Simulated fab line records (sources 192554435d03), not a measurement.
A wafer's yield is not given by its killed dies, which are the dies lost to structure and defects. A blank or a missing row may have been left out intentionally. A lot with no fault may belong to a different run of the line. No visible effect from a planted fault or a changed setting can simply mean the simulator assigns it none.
Split-lot study	flow n5Finfet	21 wafers read from 7 lots, route of 1938 steps

SPLIT DETAILS
At N5_MOL_CONTACT_COAG_EXPOSE_37 (exposes mask VD, defocus 0 nm), the setting doseMj was moved away from the recipe's 62 on 7 of the 21 wafers read, by -5.5% to +5.6%. The other wafers ran this setting at the recipe's value.

FROM THE SPLIT TO THE READING: what the file shows between them, 2 steps
- N5_MOL_CONTACT_COAG_PEB_38: peb time 60 s
- N5_MOL_CONTACT_COAG_DEVELOP_39: develop time 30 s

THE READING
At N5_MOL_CONTACT_COAG_CD_MEAS_40: cdNm in nanometres, against a target cd of 25.1 nm. Typical for fault-free wafers on this fab line: 25.16 nm, with standard deviation 0.26 nm.

wafer	tool, chamber at the split	doseMj as run	against the recipe	cdNm, nm	against lot-mates on the recipe
L074.1	euvScanner-01, 0	65.43	+5.5%	26.06	+0.64
L074.2	euvScanner-01, 0	62	recipe	25.42	-
L074.5	euvScanner-01, 0	65.43	+5.5%	26.36	+0.94
L080.1	euvScanner-02, 0	65.5	+5.6%	26.34	+1.17
L080.2	euvScanner-02, 0	62	recipe	25.14	-
L080.5	euvScanner-02, 0	62	recipe	25.20	-
L081.1	euvScanner-01, 0	62	recipe	24.70	-
L081.2	euvScanner-01, 0	62	recipe	24.96	-
L081.5	euvScanner-01, 0	62	recipe	24.67	-
L084.1	euvScanner-02, 0	65.36	+5.4%	26.20	+0.72
L084.2	euvScanner-02, 0	62	recipe	25.49	-
L084.4	euvScanner-02, 0	62	recipe	25.46	-
L086.1	euvScanner-02, 0	62	recipe	24.73	-
L086.3	euvScanner-02, 0	62	recipe	25.14	-
L086.5	euvScanner-02, 0	62	recipe	25.34	-
L087.3	euvScanner-02, 0	62	recipe	25.57	-
L087.5	euvScanner-02, 0	62	recipe	25.47	-
L087.6	euvScanner-02, 0	64.78	+4.5%	26.17	+0.65
L091.4	euvScanner-01, 0	58.59	-5.5%	24.52	-0.73
L091.5	euvScanner-01, 0	58.59	-5.5%	24.78	-0.47
L091.6	euvScanner-01, 0	62	recipe	25.25	-

FIT RESULTS
A straight line over all 21 wafers: cdNm changes by +0.16 nm for each +1% of doseMj; r = +0.87; the points scatter about the line by 0.29 nm.
The same after taking each lot's own level away (the mean of its wafers on the recipe; 21 wafers): +0.139 nm for each +1%; r = +0.94; scatter 0.16 nm.
The reading moves by 0.78 nm for the largest change in doseMj, on that fit.
From 24.777 to 25.520 nm: that is the span of the lots' own levels, equal to 2.9 times the standard deviation above.
Hence the slope depends on the lot-to-lot level, as the two fits are not the same.
Check: for one of the wafers moved furthest among these (+5.6%), held out of the fit, the line's prediction against its lot-mates is +0.748 nm. Against them it came out at +1.17 nm.

OTHER SPLITS ON THESE WAFERS
These wafers also went through other splits before the reading. Each is held against what the fit with the lots' levels taken away leaves over:
other split on the same wafers	wafers away from the commonest value	r with cdNm (lot level and that fit taken away)
N5_MOL_CONTACT_COAG_COAT_77 spinRpm	5	-0.01

FILE'S OWN FIT
cdNm changes by +0.148 nm for each +1% of doseMj, r = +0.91.
